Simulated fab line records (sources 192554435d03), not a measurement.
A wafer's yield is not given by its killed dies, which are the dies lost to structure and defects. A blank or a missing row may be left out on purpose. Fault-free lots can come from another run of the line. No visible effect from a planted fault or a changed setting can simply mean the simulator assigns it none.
Split-lot experiment    flow n5-finfet    route with 1938 steps; 7 lots, 21 wafers read

SPLIT DETAILS
At N5_BEOL_M7_HM_DEP_02 (deposits TiN, target thk 20 nm), the setting target-thk-a was moved away from the recipe's 200 angstrom on 9 of the 21 wafers read, by -7.3% to +8.2%. This setting was run at the recipe's value on the other wafers.

FROM THE SPLIT TO THE READING: what the file shows between them, 8 steps
- N5_BEOL_M7_COAT_60: time 60 s, resist thk 35 nm (also split here: spin-rpm)
- N5_BEOL_M7_COAT_05: resist thk 90 nm
- N5_BEOL_M7_EBR_07
- N5_BEOL_M7_DESCUM_16: chemistry O2, time 7.9 s
- N5_BEOL_M7_ETCH_61: etches SiARC in CF4, target depth 45.5 nm, time 75.8 s
- N5_BEOL_M7_ETCH_62: etches SOC in N2/H2, target depth 110 nm, overetch 22 nm, time 165 s
- N5_BEOL_M7_STRIP_68: strips in N2/H2
- N5_BEOL_M7_STRIP_67: strips in CF4

THE READING
etch.depth-nm (the simulator's own value, which no gauge read), in nm, at N5_BEOL_M7_HM_OPEN_17 (chemistry Cl2/BCl3, target TiN, target depth 20 nm, overetch 6 nm). The file does not state a usual value for it. Across the 12 wafers here that went through the recipe, the average is 20.02 nm and the standard deviation 0.14 nm.

wafer   tool, chamber at the split  target-thk-a as run, angstrom  against the recipe  etch.depth-nm, nm  against lot-mates on the recipe
L080.1  pvd-sputter-02, -           211.1                          +5.5%               21.41              +1.65
L080.2  pvd-sputter-02, -           211.1                          +5.5%               20.94              +1.18
L080.4  pvd-sputter-02, -           200                            recipe              19.76              -
L087.1  pvd-sputter-03, -           200                            recipe              20.07              -
L087.5  pvd-sputter-03, -           188.2                          -5.9%               19.01              -1.06
L087.6  pvd-sputter-03, -           188.2                          -5.9%               18.88              -1.19
L089.1  pvd-sputter-03, -           200                            recipe              20                 -
L089.3  pvd-sputter-03, -           185.3                          -7.3%               18.75              -1.25
L089.4  pvd-sputter-03, -           185.3                          -7.3%               18.37              -1.63
L093.1  pvd-sputter-03, -           200                            recipe              19.94              -
L093.2  pvd-sputter-03, -           200                            recipe              20.12              -
L093.5  pvd-sputter-03, -           200                            recipe              20.2               -
L091.1  pvd-sputter-03, -           200                            recipe              20.16              -
L091.3  pvd-sputter-03, -           185.6                          -7.2%               18.75              -1.41
L091.5  pvd-sputter-03, -           185.6                          -7.2%               18.76              -1.40
L095.2  pvd-sputter-03, -           200                            recipe              20.11              -
L095.3  pvd-sputter-03, -           200                            recipe              20.04              -
L095.6  pvd-sputter-03, -           216.4                          +8.2%               21.62              +1.55
L092.3  pvd-sputter-03, -           200                            recipe              19.74              -
L092.4  pvd-sputter-03, -           200                            recipe              20.11              -
L092.5  pvd-sputter-03, -           200                            recipe              20.02              -

THE FIT
A straight line over all 21 wafers: etch.depth-nm changes by +0.192 nm for each +1% of target-thk-a; r = +0.98; the points scatter about the line by 0.16 nm.
The same after taking each lot's own level away (the mean of its wafers on the recipe; 21 wafers): +0.205 nm for each +1%; r = +0.99; scatter 0.16 nm.
Per that fit: largest target-thk-a move, reading shift of 1.7 nm.
Across the lots, their own levels run from 19.760 to 20.160 nm, a range of 2.9 times the standard deviation given above.
Hence the lot-to-lot level has little effect on the slope; both slopes agree.
Check: +1.78 nm against its lot-mates is what the line predicts for one of the wafers moved furthest among these (+8.2%) when that wafer is left out of the fit. It came out at +1.55 nm against them.

OTHER SPLITS ON THESE WAFERS
Other splits were also applied to these wafers ahead of the reading. Each is held against what the fit with the lots' levels taken away leaves over:
other split on the same wafers  wafers away from the commonest value  r with etch.depth-nm (lot level and that fit taken away)
N5_BEOL_M5_EXPOSE_08 dose-mj    6                                     -0.22
N5_BEOL_M6_PECVD_70 temp-c      8                                     +0.11
N5_BEOL_M7_COAT_60 spin-rpm     6                                     +0.09

THE WHOLE CHAIN: every reading that the file lists as answering this split, in the file's order
step                   what it does                                                       reading                                                                           change (the file's fit)                r (the file's)
N5_BEOL_M7_HM_DEP_02   deposits TiN, target thk 20 nm                                     TiN_of_BEOL_M7_HM_DEP_02.thk-nm (the simulator's own value, which no gauge read)  +0.197 nm for each +1% of the setting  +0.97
N5_BEOL_M7_HM_OPEN_17  chemistry Cl2/BCl3, target TiN, target depth 20 nm, overetch 6 nm  etch.depth-nm (the simulator's own value, which no gauge read)                    +0.201 nm for each +1% of the setting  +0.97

THE FILE'S OWN FIT
etch.depth-nm changes by +0.201 nm for each +1% of target-thk-a, r = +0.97.
